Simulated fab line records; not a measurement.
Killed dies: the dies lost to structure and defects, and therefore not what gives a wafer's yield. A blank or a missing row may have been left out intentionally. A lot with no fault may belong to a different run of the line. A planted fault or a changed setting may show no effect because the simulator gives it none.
Comparing a struck lot with a sound one	flow nandHarc	14 out of 1302 route steps
Sound: these wafers, L956.3, L956.4, L956.5. Struck: wafer L971.6 (left out: L971.1, L971.2 of the same lot, which were not struck); the cause appears at the end.
At each step with rows: each side's tool, then ch and its chambers, then its first start. Under that, the readings that differ: sound wafers	struck wafers	difference of the means	sigmas: that difference in standard deviations of wafers without a fault.
alike: readings whose means differ by less than 2 such deviations, and words and numbers that are the same on both sides. not compared: withheld readings, readings that some wafer has no value for, bounds like >300 that may hide the same value, and numbers for which the record gives no deviation and whose values overlap.
The two part at a step that has a row with sigmas, a row that says differs or no value, or rows on one side only. Numbers that don't overlap but have no deviation are shown without sigmas and don't part them. A reading missing from all wafers of one side parts the sides only when that side holds two or more wafers.

NHARC_A_DECK1_JOINT_CMP_02: polishes SiOx.
  sound on cmp-02 ch 2,3, day 11 21:10; struck on cmp-02 ch 0, day 18 14:03
reading	sound	struck	difference	sigmas
motorCurrentA (A)	12.2 11.0 12.7	13.4	+1.4	+2
after that, 1 step had no rows for these wafers: NHARC_A_DECK1_JOINT_SRD_15.
NHARC_A_DECK1_JOINT_DEP_16: deposits SiO2, target thk 45 nm.
  sound on pecvd-01 ch 0,2, day 11 21:35; struck on pecvd-03 ch 0, day 18 14:28
  alike: heaterPowerW, throttleValvePct
NHARC_A_DECK1_JOINT_THK_MEAS_17: measures by ellipsometry.
  sound: filmMetro-01 at day 11 21:50; struck: filmMetro-02 at day 18 14:43
  alike: thkNm
NHARC_A_DECK1_JOINT_INSPECT_05:
  sound: defectInspect-02 at day 11 21:53; struck: defectInspect-02 at day 18 14:45
  alike: rawDefectCount
then, no rows for these wafers at 1 step: NHARC_A_ONON_D2_DEP_00 (target thk 1000 nm).
NHARC_A_ONON_D2_THK_MEAS_02: measures by ellipsometry.
  sound: filmMetro-01 at day 11 22:27; struck: filmMetro-01 at day 18 15:19
  alike: thkNm
then, no rows for these wafers at 1 step: NHARC_A_ONON_D2_DEP_03 (target thk 1000 nm).
NHARC_A_ONON_D2_THK_MEAS_05: measures by ellipsometry.
  sound: filmMetro-02 at day 11 23:01; struck: filmMetro-02 at day 18 15:53
  alike: thkNm
then, no rows for these wafers at 1 step: NHARC_A_ONON_D2_DEP_06 (target thk 1000 nm).
NHARC_A_ONON_D2_THK_MEAS_08: measures by ellipsometry.
  sound: filmMetro-01 at day 11 23:35; struck: filmMetro-02 at day 18 16:26
  alike: thkNm
NHARC_A_ONON_D2_DEP_09: target thk 1000 nm.
  sound on pecvdOnon-02 ch 0, day 11 23:45; struck on pecvdOnon-03 ch 0, day 18 16:30
NHARC_A_ONON_D2_THK_MEAS_11: measures by ellipsometry.
  sound: filmMetro-01 at day 12 00:09; struck: filmMetro-01 at day 18 17:01
reading	sound	struck	difference	sigmas
thkNm (nm)	997 999 997	896	-102	-13
then, no rows for these wafers at 1 step: NHARC_A_ONON_D2_DEP_12 (target thk 1000 nm).

## WHERE THEY PART
Earliest at NHARC_A_DECK1_JOINT_CMP_02; latest, in this record, at NHARC_A_ONON_D2_THK_MEAS_11.

WHY: whatever the simulator had introduced
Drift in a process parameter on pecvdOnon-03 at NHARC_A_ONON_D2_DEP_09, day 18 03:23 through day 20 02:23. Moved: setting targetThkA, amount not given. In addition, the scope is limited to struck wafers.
